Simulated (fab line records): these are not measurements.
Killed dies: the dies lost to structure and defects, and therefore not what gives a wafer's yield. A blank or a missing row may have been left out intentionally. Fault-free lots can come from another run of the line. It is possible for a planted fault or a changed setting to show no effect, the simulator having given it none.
Which tool is to blame?    flow n5Finfet    at 1 step of a route of 1938, 10 lots with 30 wafers sampled

## WHAT EACH GAUGE READ, for each wafer
N5_BEOL_M4_RC_MEAS_101. Usual: DIBL_N 35.8 mV/V, standard deviation 1.8; DIBL_P 35.9 mV/V, standard deviation 2.2; IOFF_N 0.16 nA/um, standard deviation 0.035; IOFF_P 0.21 nA/um, standard deviation 0.04; ION_N 672 uA/um, standard deviation 11; ION_P 461 uA/um, standard deviation 7.4; SS_N 71.4 mV/dec, standard deviation 0.64; SS_P 73.2 mV/dec, standard deviation 0.67; VT_N 250 mV, standard deviation 3.5; VT_P -251 mV, standard deviation 3.4.
lot   measured      on         DIBL_N (mV/V)   DIBL_P (mV/V)   IOFF_N (nA/um)  IOFF_P (nA/um)  ION_N (uA/um)  ION_P (uA/um)  SS_N (mV/dec)   SS_P (mV/dec)   VT_N (mV)    VT_P (mV)       flag
L736  day 8 15:25   prober-01  34.9 32.9 34.9  36.2 34.3 36.9  0.17 0.14 0.17  0.23 0.20 0.25  675 669 677    468 463 476    71.4 71.4 71.0  74.0 72.7 72.8  247 250 245  -246 -250 -246  
L739  day 8 20:38   prober-02  37.6 34.5 35.5  39.3 35.6 37.1  0.21 0.15 0.17  0.27 0.21 0.24  679 670 676    467 459 473    72.1 71.0 71.4  73.9 72.9 73.0  247 250 251  -246 -247 -248  
L742  day 9 17:13   prober-01  36.0 39.2 38.9  35.7 39.2 39.0  0.15 0.21 0.20  0.20 0.27 0.25  665 683 676    462 468 470    71.5 72.0 72.2  72.8 74.2 73.1  254 251 248  -250 -248 -250  
L745  day 10 06:25  prober-01  38.0 38.2 36.5  37.8 37.2 35.5  0.20 0.20 0.17  0.24 0.23 0.20  686 677 687    463 461 469    71.9 72.3 71.7  74.3 73.8 74.4  244 248 249  -250 -251 -252  
L746  day 10 22:46  prober-02  35.6 38.5 37.0  35.6 39.2 37.5  0.14 0.19 0.18  0.18 0.24 0.21  674 682 685    455 459 465    71.6 72.2 72.7  73.2 73.4 73.6  249 249 249  -251 -249 -250  
L747  day 11 11:02  prober-02  39.1 34.3 34.8  39.8 33.5 35.5  0.23 0.12 0.14  0.27 0.17 0.20  690 665 667    472 457 463    72.2 70.7 70.3  73.6 73.1 72.8  244 254 252  -248 -252 -248  
L753  day 12 16:39  prober-01  37.3 37.0 32.9  36.3 35.8 31.6  0.18 0.16 0.11  0.21 0.20 0.15  672 682 661    458 464 456    72.0 70.6 70.9  73.2 73.4 72.5  248 249 252  -251 -251 -256  
L755  day 12 18:34  prober-02  35.1 36.7 34.3  36.4 38.3 35.3  0.15 0.19 0.14  0.23 0.26 0.21  668 679 669    461 472 466    71.7 72.2 71.8  73.3 72.9 72.9  248 246 252  -248 -245 -248  
L754  day 12 20:54  prober-01  37.0 37.4 36.3  36.5 37.5 36.1  0.16 0.17 0.17  0.22 0.26 0.22  673 670 671    455 462 463    71.6 71.8 71.5  73.1 74.1 73.4  251 248 250  -249 -245 -247  
L756  day 12 23:56  prober-01  37.1 36.5 33.7  37.8 36.8 32.5  0.17 0.15 0.11  0.21 0.20 0.15  679 674 660    458 468 454    72.1 71.4 70.9  74.1 73.9 72.8  246 251 255  -251 -255 -255  

## TOOL THAT RAN EACH LOT (tool first, then ch and the chambers of the sampled wafers, then the start)
There is no process step in the record ahead of these readings.

## AS READ BY THE TOOLS THEMSELVES (means over the sampled wafers that have a number; for cases with no such wafer, the mark the record gives instead)
The record holds no such reading with a usual standard deviation.

## THE ANSWER, worked out from the rows above alone
Rule: take the mean of a lot's wafers that have a number; if it is more than 3 standard deviations from the usual mean, the lot is off. Also off: a lot with no number at a reading for which 4 or more lots have one. Where the step has rows for the other lots, those lots are counted as sound. The gauges are gone through in route order, then the tools' own readings, and for those a lot's mean is taken as printed above. At the first step where some lot is off, the reading lying furthest off is the one used; lots without a number count as furthest.
No lot is off on any of the readings shown, so nothing can be concluded from this.

## WHAT THE SIMULATOR HAD INSERTED
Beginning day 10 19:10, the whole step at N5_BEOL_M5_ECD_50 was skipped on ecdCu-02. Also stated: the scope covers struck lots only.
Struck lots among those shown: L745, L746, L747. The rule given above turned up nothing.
